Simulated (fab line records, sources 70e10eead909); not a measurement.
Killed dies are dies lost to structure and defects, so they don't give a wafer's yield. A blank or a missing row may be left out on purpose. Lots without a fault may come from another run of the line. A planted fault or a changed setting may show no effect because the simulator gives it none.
Which tool did it? | flow nand_harc | 12 lots, 36 wafers sampled, at 6 steps of a route of 1159

WHAT THE GAUGES READ, wafer by wafer
NHARC_P_M1_OVL_MEAS_10: pitch 260 nm.
lot  | measured     | on         | overlay_x_nm (nm) | overlay_y_nm (nm)
L319 | day 6 00:20  | overlay-02 | -0.2 -0.1 -0.1    | 0.1 0.0 0.3
L320 | day 6 05:07  | overlay-02 | 0.5 0.0 1.2       | 1.9 2.7 1.9
L322 | day 6 17:46  | overlay-02 | -1.0 -1.1 -1.1    | -0.8 -0.7 -0.6
L321 | day 6 20:42  | overlay-01 | 0.3 0.4 0.6       | 1.4 1.3 0.9
L324 | day 7 10:52  | overlay-02 | -0.2 0.3 -0.3     | -0.5 -0.9 0.0
L329 | day 8 09:46  | overlay-02 | 2.1 2.4 1.6       | 0.9 0.8 0.9
L330 | day 8 14:57  | overlay-02 | 0.6 0.2 0.2       | -1.1 -1.3 -1.5
L331 | day 9 06:46  | overlay-02 | 1.2 0.9 1.1       | -0.9 -1.3 -1.5
L336 | day 10 06:02 | overlay-02 | 0.7 1.4 1.3       | 0.7 0.9 0.2
L337 | day 10 06:38 | overlay-01 | 0.5 0.1 0.4       | 0.3 1.2 0.3
L338 | day 11 04:49 | overlay-01 | 1.0 1.1 1.1       | -1.4 -1.2 -1.4
L341 | day 11 08:22 | overlay-01 | -0.5 -0.4 -0.5    | 0.8 1.1 0.4

NHARC_P_M1_INSPECT_11.
lot  | measured     | on                | raw_defect_count
L319 | day 6 00:23  | defect_inspect-02 | 1 3 2
L320 | day 6 05:08  | defect_inspect-01 | 1 5 1
L322 | day 6 17:49  | defect_inspect-01 | 6 6 3
L321 | day 6 20:44  | defect_inspect-02 | 6 2 6
L324 | day 7 10:54  | defect_inspect-02 | 4 4 6
L329 | day 8 09:49  | defect_inspect-02 | 0 1 1
L330 | day 8 14:59  | defect_inspect-01 | 236 3 6
L331 | day 9 06:49  | defect_inspect-01 | 2 3 4
L336 | day 10 06:04 | defect_inspect-02 | 1 3 4
L337 | day 10 06:41 | defect_inspect-02 | 6 6 8
L338 | day 11 04:51 | defect_inspect-02 | 8 5 1
L341 | day 11 08:25 | defect_inspect-01 | 3 4 0

NHARC_END_SORT_01.
lot  | measured     | on        | defect_limited_yield (%) | killed_at_array | killed_at_other | killed_at_periphery | killed_dies | killed_open | killed_short | sort_bin_2_pct (%) | sort_bin_3_pct (%) | sort_bin_4_pct (%) | sort_n_pass | sort_rim_yield_pct (%) | sort_yield_pct (%)
L330 | day 22 22:02 | prober-01 | 66.9 96.5 97.0           | 16 19 17        | 0 1 0           | 208 4 3             | 224 24 20   | 3 7 0       | 1 1 0        | 10.3 1.0 0.3       | 1.62 0.44 0.15     | 21.1 2.1 2.5       | 453 653 657 | 58 91 97               | 66.9 96.5 97.0

WHICH TOOL RAN EACH LOT (tool, then ch and the chambers of the sampled wafers, then the start)
lot  | NHARC_P_M0_ETCH_15                            | NHARC_P_M0_CMP_23             | NHARC_P_M1_PRE_CLEAN_30
L319 | rie_diel-12 ch 0,1, day 5 22:19 or earlier    | cmp-01 ch 0,2,3, day 5 22:19  | pvd_sputter-02, no start
L320 | rie_diel-12 ch 1,2,3, day 6 03:08 or earlier  | cmp-04 ch 2,3, day 6 03:08    | pvd_sputter-03, no start
L322 | rie_diel-09 ch 0,3, day 6 15:58 or earlier    | cmp-04 ch 0,1,3, day 6 15:58  | pvd_sputter-03, no start
L321 | rie_diel-01 ch 0,3, day 6 18:50 or earlier    | cmp-02 ch 1,2,3, day 6 18:50  | pvd_sputter-02, no start
L324 | rie_diel-09 ch 1,3, day 7 08:55 or earlier    | cmp-01 ch 1,2, day 7 08:55    | pvd_sputter-02, day 7 12:05
L329 | rie_diel-12 ch 2,3, day 8 07:56 or earlier    | cmp-01 ch 0,1, day 8 07:56    | pvd_sputter-03, no start
L330 | rie_diel-12 ch 0,1,2, day 8 13:11 or earlier  | cmp-04 ch 1,2,3, day 8 13:11  | pvd_sputter-02, day 22 22:02 or earlier
L331 | rie_diel-01 ch 0,1,3, day 9 04:57 or earlier  | cmp-01 ch 1,2,3, day 9 04:57  | pvd_sputter-02, no start
L336 | rie_diel-12 ch 0,2,3, day 10 04:04 or earlier | cmp-01 ch 0,3, day 10 04:04   | pvd_sputter-03, no start
L337 | rie_diel-12 ch 0,1,2, day 10 04:43 or earlier | cmp-01 ch 1,3, day 10 04:43   | pvd_sputter-01, no start
L338 | rie_diel-12 ch 0,2,3, day 11 02:45 or earlier | cmp-02 ch 0,2,3, day 11 02:45 | pvd_sputter-02, no start
L341 | rie_diel-09 ch 1,2, day 11 06:30 or earlier   | cmp-02 ch 0,1,3, day 11 06:30 | pvd_sputter-02, no start
- NHARC_P_M0_ETCH_15: etches the open film in C4F8/Ar, target depth 150 nm, overetch 15 nm, time 82.5 s.
- NHARC_P_M0_CMP_23: polishes, t overpolish 20 s, target thk 117.53 nm.
- NHARC_P_M1_PRE_CLEAN_30: time 30 s.

WHAT THE TOOLS THEMSELVES READ (means of the sampled wafers that have a number; where no wafer has one, the mark that the record gives instead)
NHARC_P_M0_ETCH_15.
lot  | tool        | oes_product_au (a.u.) | rf_fwd_power_W (W) | rf_vpp_V (V)
L319 | rie_diel-12 | 0.965                 | 593.4              | 441.5
L320 | rie_diel-12 | 0.946                 | 595.7              | 438.5
L322 | rie_diel-09 | 0.983                 | 595.7              | 445.1
L321 | rie_diel-01 | 0.969                 | 597.6              | 442.3
L324 | rie_diel-09 | 0.968                 | 597.7              | 443.6
L329 | rie_diel-12 | 0.940                 | 594.5              | 438.2
L330 | rie_diel-12 | 0.962                 | 594.4              | 439.5
L331 | rie_diel-01 | 0.968                 | 598.7              | 441.4
L336 | rie_diel-12 | 0.963                 | 596.3              | 439.4
L337 | rie_diel-12 | 0.978                 | 595.8              | 440.3
L338 | rie_diel-12 | 0.938                 | 595.9              | 439.4
L341 | rie_diel-09 | 0.925                 | 596.7              | 438.9

NHARC_P_M0_CMP_23.
lot  | tool   | edge_zone_pressure_frac | motor_current_A (A) | time_to_endpoint_s (s)
L319 | cmp-01 | 0.999                   | 11.7                | 29.1
L320 | cmp-04 | 1.005                   | 12.8                | 27.9
L322 | cmp-04 | 1.001                   | 12.9                | 27.4
L321 | cmp-02 | 0.999                   | 11.7                | 28.4
L324 | cmp-01 | 1.005                   | 12.1                | 30.1
L329 | cmp-01 | 1.003                   | 11.9                | 28.4
L330 | cmp-04 | 0.999                   | 11.9                | 28.5
L331 | cmp-01 | 1.002                   | 11.5                | 27.8
L336 | cmp-01 | 0.995                   | 11.5                | 29.5
L337 | cmp-01 | 0.997                   | 11.3                | 28.9
L338 | cmp-02 | 1.001                   | 12.6                | 26.8
L341 | cmp-02 | 1.000                   | 12.2                | 26.2

NHARC_P_M1_PRE_CLEAN_30.
lot  | tool           | heater_power_w (W)
L319 | pvd_sputter-02 | 432
L320 | pvd_sputter-03 | 447
L322 | pvd_sputter-03 | 388
L321 | pvd_sputter-02 | 470
L324 | pvd_sputter-02 | 432
L329 | pvd_sputter-03 | 403
L330 | pvd_sputter-02 | 478
L331 | pvd_sputter-02 | 430
L336 | pvd_sputter-03 | 385
L337 | pvd_sputter-01 | 448
L338 | pvd_sputter-02 | 436
L341 | pvd_sputter-02 | 460

THE ANSWER, worked out from the rows above alone
Rule: what is usual is taken from the lots themselves. Put in order of their means at a reading, lots are off if they are a third of the lots or fewer, leave a main group of 4 or more, and stand apart from it by a gap of 3 or more times the standard deviation of the main group's means; of several such gaps the widest counts. A main group whose means are all the same, to the digits that the tables above print for the reading, isn't used. A lot without any number at a reading at which 4 lots or more have one is off too. The other lots that the step has rows for count as sound. The gauges are gone through in route order, then the tools' own readings, and for those a lot's mean is taken as printed above. The first step at which some lot is off is used, and at that step the reading that is off furthest; a lot without a number counts as furthest.
Off: L330, at NHARC_P_M1_INSPECT_11 (raw_defect_count). The main group: mean 3.5, standard deviation 1.7.
A tool fits if, at a process step before that reading, it ran every lot that is off, and no sound lot after the first of them. The gauges at NHARC_P_M1_INSPECT_11 are tried like those tools. NHARC_P_M0_ETCH_15 gives no start for some lots, so the hours and the order of its lots are those of NHARC_P_M0_CMP_23. One fits: cmp-04 at NHARC_P_M0_CMP_23. Its last sound lot is L322 (day 6 15:58), its first lot that is off L330 (day 8 13:11): a fault that began between those two fits.

WHAT THE SIMULATOR HAD PUT IN
Chamber particle source: cmp-04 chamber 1, from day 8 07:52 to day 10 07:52, at NHARC_P_M0_CMP_23. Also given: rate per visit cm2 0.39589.
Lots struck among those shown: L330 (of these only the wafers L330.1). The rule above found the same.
